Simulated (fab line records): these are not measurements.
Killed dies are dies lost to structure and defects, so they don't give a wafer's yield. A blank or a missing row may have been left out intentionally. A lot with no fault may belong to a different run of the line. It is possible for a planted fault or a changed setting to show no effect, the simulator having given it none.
Split-lot trial    flow n5-finfet    7 lots, 21 wafers read, on a route of 1938 steps

## SPLIT DETAILS
At N5_BEOL_M5_COAT_65 (time 60 s, resist thk 60 nm), the setting spin-rpm was moved away from the recipe's 1500 rpm on 6 of the 21 wafers read, by -7.7% to +9.1%. All remaining wafers had this setting at the recipe value.

## FROM THE SPLIT TO THE READING: what the file shows between them, 7 steps
- N5_BEOL_M5_COAT_66: time 60 s, resist thk 12 nm
- N5_BEOL_M5_COAT_74: time 60 s, resist thk 5 nm
- N5_BEOL_M5_ETCH_75: etches underlayer in N2/H2, target depth 6.5 nm, time 5.2 s
- N5_BEOL_M5_ETCH_67: etches SiARC in CF4, target depth 15.6 nm, time 26 s
- N5_BEOL_M5_ETCH_68: etches SOC in N2/H2, target depth 80 nm, overetch 16 nm, time 120 s
- N5_BEOL_M5_STRIP_69: strips in N2/H2
- N5_BEOL_M5_STRIP_76: strips in N2/H2

## THE READING
SOC_of_BEOL_M5_COAT_65.thk-nm (the simulator's own value, which no gauge read), in nm, at N5_BEOL_M5_VIA_ETCH_34 (etches SiCOH lowk in C4F6/O2, target depth 88.3 nm, time 39.2 s). The file gives no usual value for it. Average 55.9 nm, standard deviation 0.22 nm, over the 15 wafers here run with the recipe.

wafer   tool, chamber at the split  spin-rpm as run, rpm  against the recipe  SOC_of_BEOL_M5_COAT_65.thk-nm, nm  against lot-mates on the recipe
L075.1  litho-track-05, 0           1500                  recipe              55.8                               -
L075.2  litho-track-05, 0           1393                  -7.1%               58.4                               +2.5
L075.5  litho-track-05, 0           1500                  recipe              56                                 -
L079.2  litho-track-05, 0           1500                  recipe              55.8                               -
L079.3  litho-track-05, 0           1500                  recipe              55.8                               -
L079.4  litho-track-05, 0           1426                  -4.9%               57.4                               +1.6
L078.1  litho-track-02, 0           1500                  recipe              55.4                               -
L078.2  litho-track-02, 0           1500                  recipe              55.8                               -
L078.5  litho-track-02, 0           1500                  recipe              56                                 -
L085.1  litho-track-05, 0           1636                  +9.1%               53.4                               -2.6
L085.6  litho-track-05, 0           1636                  +9.1%               53.4                               -2.6
L085.5  litho-track-05, 0           1500                  recipe              56                                 -
L090.2  litho-track-05, 0           1500                  recipe              55.6                               -
L090.5  litho-track-05, 0           1385                  -7.7%               58.2                               +2.6
L090.6  litho-track-05, 0           1385                  -7.7%               58                                 +2.4
L096.1  litho-track-05, 0           1500                  recipe              55.8                               -
L096.6  litho-track-05, 0           1500                  recipe              55.8                               -
L096.4  litho-track-05, 0           1500                  recipe              56                                 -
L097.1  litho-track-05, 0           1500                  recipe              56                                 -
L097.2  litho-track-05, 0           1500                  recipe              56                                 -
L097.4  litho-track-05, 0           1500                  recipe              56.4                               -

THE FIT
A straight line over all 21 wafers: SOC_of_BEOL_M5_COAT_65.thk-nm changes by -0.292 nm for each +1% of spin-rpm; r = -0.98; the points scatter about the line by 0.22 nm.
The same after taking each lot's own level away (the mean of its wafers on the recipe; 21 wafers): -0.31 nm for each +1%; r = -0.99; scatter 0.16 nm.
That fit puts the effect of the largest move of spin-rpm on the reading at 2.8 nm.
From 55.60 to 56.13 nm: that is the span of the lots' own levels, equal to 2.5 times the standard deviation above.
Consequently the slope shifts little with the lot-to-lot level, the two slopes agreeing.
Check: for one of the wafers moved furthest among these (+9.1%), held out of the fit, the line's prediction against its lot-mates is -2.83 nm. Against them it came out at -2.6 nm.

## FURTHER SPLITS ON THESE WAFERS
Other splits were also applied to these wafers ahead of the reading. Each is held against what the fit with the lots' levels taken away leaves over:
other split on the same wafers  wafers away from the commonest value  r with SOC_of_BEOL_M5_COAT_65.thk-nm (lot level and that fit taken away)
N5_BEOL_M4_COAT_62 spin-rpm     7                                     -0.05
N5_BEOL_M5_ETCH_72 bias-w       5                                     -0.07

## THE WHOLE CHAIN: every reading that the file lists as answering this split, in the file's order
step                    what it does                                                         reading                                                                         change (the file's fit)                r (the file's)
N5_BEOL_M5_COAT_65      time 60 s, resist thk 60 nm                                          SOC_of_BEOL_M5_COAT_65.thk-nm (the simulator's own value, which no gauge read)  -0.302 nm for each +1% of the setting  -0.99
N5_BEOL_M5_ETCH_68      etches SOC in N2/H2, target depth 80 nm, overetch 16 nm, time 120 s  etch.depth-nm (the simulator's own value, which no gauge read)                  -0.3 nm for each +1% of the setting    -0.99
N5_BEOL_M5_VIA_ETCH_34  etches SiCOH lowk in C4F6/O2, target depth 88.3 nm, time 39.2 s      SOC_of_BEOL_M5_COAT_65.thk-nm (the simulator's own value, which no gauge read)  -0.317 nm for each +1% of the setting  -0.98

## THE FILE'S OWN FIT
SOC_of_BEOL_M5_COAT_65.thk-nm changes by -0.317 nm for each +1% of spin-rpm, r = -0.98.
